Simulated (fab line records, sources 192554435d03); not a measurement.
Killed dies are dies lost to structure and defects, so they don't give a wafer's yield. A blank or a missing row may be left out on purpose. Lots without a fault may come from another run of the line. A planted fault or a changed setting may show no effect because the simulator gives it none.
Split-lot experiment | flow n5_finfet | 7 lots, 39 wafers read, on a route of 1938 steps

THE SPLIT
At N5_BEOL_M14_DESCUM_33 (chemistry O2, time 7.9 s), the setting time_s was moved away from the recipe's 7.9 s on 9 of the 39 wafers read, by -59.3% to +48.4%. The other wafers ran this setting at the recipe's value.

The reading is taken at the split's own step.

THE READING
coat_of_BEOL_M14_COAT_22.thk_nm (the simulator's own value, which no gauge read), in nm, at N5_BEOL_M14_DESCUM_33 (chemistry O2, time 7.9 s). The file gives no usual value for it. The 30 wafers here that ran the recipe average 283.2 nm, standard deviation 0.58 nm.

wafer  | tool, chamber at the split | time_s as run, s | against the recipe | coat_of_BEOL_M14_COAT_22.thk_nm, nm | against lot-mates on the recipe
L074.1 | rie_diel-06, 3             | 7.9              | recipe             | 282.6                               | -
L074.2 | rie_diel-06, 2,0           | 7.9              | recipe             | 283                                 | -
L074.5 | rie_diel-06, 2,0           | 7.9              | recipe             | 283                                 | -
L074.3 | rie_diel-06, 0             | 7.9              | recipe             | 283.6                               | -
L074.4 | rie_diel-06, 1             | 7.9              | recipe             | 282.4                               | -
L074.6 | rie_diel-06, 3             | 7.9              | recipe             | 282.8                               | -
L080.1 | rie_diel-03, 3             | 4.114            | -47.9%             | 284.4                               | +1.1
L080.2 | rie_diel-03, 2             | 7.9              | recipe             | 282.8                               | -
L080.3 | rie_diel-03, 0,1           | 7.9              | recipe             | 283.6                               | -
L080.5 | rie_diel-03, 0,1           | 7.9              | recipe             | 283.6                               | -
L080.4 | rie_diel-03, 1,0           | 4.114            | -47.9%             | 285.6                               | +2.3
L080.6 | rie_diel-03, 1,0           | 4.114            | -47.9%             | 285.6                               | +2.3
L075.1 | rie_diel-02, 1             | 3.216            | -59.3%             | 286.4                               | +2.7
L075.2 | rie_diel-02, 2             | 3.216            | -59.3%             | 286.6                               | +2.9
L075.3 | rie_diel-02, 3             | 3.216            | -59.3%             | 285.4                               | +1.7
L075.4 | rie_diel-02, 0             | 7.9              | recipe             | 283.4                               | -
L075.5 | rie_diel-02, 0             | 7.9              | recipe             | 283.2                               | -
L075.6 | rie_diel-02, 3             | 7.9              | recipe             | 284.4                               | -
L083.1 | rie_diel-02, 2             | 7.9              | recipe             | 283.6                               | -
L083.2 | rie_diel-02, 1,3           | 7.9              | recipe             | 283.8                               | -
L083.4 | rie_diel-02, 1,3           | 7.9              | recipe             | 283.8                               | -
L083.3 | rie_diel-02, 0             | 7.9              | recipe             | 284                                 | -
L083.5 | rie_diel-02, 3             | 7.9              | recipe             | 283.4                               | -
L083.6 | rie_diel-02, 0             | 7.9              | recipe             | 284.2                               | -
L084.1 | rie_diel-02, 2             | 7.9              | recipe             | 282.8                               | -
L084.2 | rie_diel-02, 1,0           | 11.72            | +48.4%             | 281.2                               | -1.8
L084.3 | rie_diel-02, 1,0           | 11.72            | +48.4%             | 281.2                               | -1.8
L084.4 | rie_diel-02, 2             | 7.9              | recipe             | 283                                 | -
L084.5 | rie_diel-02, 0             | 7.9              | recipe             | 283.2                               | -
L084.6 | rie_diel-02, 1             | 11.72            | +48.4%             | 281                                 | -2.0
L088.3 | rie_diel-03, 1             | 7.9              | recipe             | 282.6                               | -
L088.5 | rie_diel-03, 2             | 7.9              | recipe             | 282                                 | -
L088.6 | rie_diel-03, 1             | 7.9              | recipe             | 282.8                               | -
L096.1 | rie_diel-02, 2             | 7.9              | recipe             | 283.6                               | -
L096.2 | rie_diel-02, 3,0,2         | 7.9              | recipe             | 282.8                               | -
L096.3 | rie_diel-02, 3,0,2         | 7.9              | recipe             | 282.8                               | -
L096.5 | rie_diel-02, 3,0,2         | 7.9              | recipe             | 282.8                               | -
L096.4 | rie_diel-02, 1             | 7.9              | recipe             | 282                                 | -
L096.6 | rie_diel-02, 1             | 7.9              | recipe             | 283                                 | -
Where a row lists several chambers, the file gives one row for several wafers and doesn't say which wafer went through which chamber.

THE FIT
A straight line over all 39 wafers: coat_of_BEOL_M14_COAT_22.thk_nm changes by -0.0455 nm for each +1% of time_s; r = -0.89; the points scatter about the line by 0.58 nm.
The same after taking each lot's own level away (the mean of its wafers on the recipe; 39 wafers): -0.0399 nm for each +1%; r = -0.93; scatter 0.41 nm.
On that fit, the largest move of time_s shifts the reading by 2.4 nm.
The lots' own levels span 282.47 to 283.80 nm, that is 2.3 times the standard deviation above.
So the lot-to-lot level changes the slope: the two fits differ.
Check: with one of the wafers moved furthest among these (-59.3%) left out of the fit, the line predicts +2.31 nm for it against its lot-mates. It came out at +2.73 nm against them.

OTHER SPLITS ON THESE WAFERS
These wafers also went through other splits before the reading. Each is held against what the fit with the lots' levels taken away leaves over:
other split on the same wafers      | wafers away from the commonest value | r with coat_of_BEOL_M14_COAT_22.thk_nm (lot level and that fit taken away)
N5_BEOL_M10_ILD_DEP_00 target_thk_a | 15                                   | +0.10
N5_BEOL_M14_ETCH_59 time_s          | 15                                   | -0.14

THE FILE'S OWN FIT
coat_of_BEOL_M14_COAT_22.thk_nm changes by -0.04 nm for each +1% of time_s, r = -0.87.
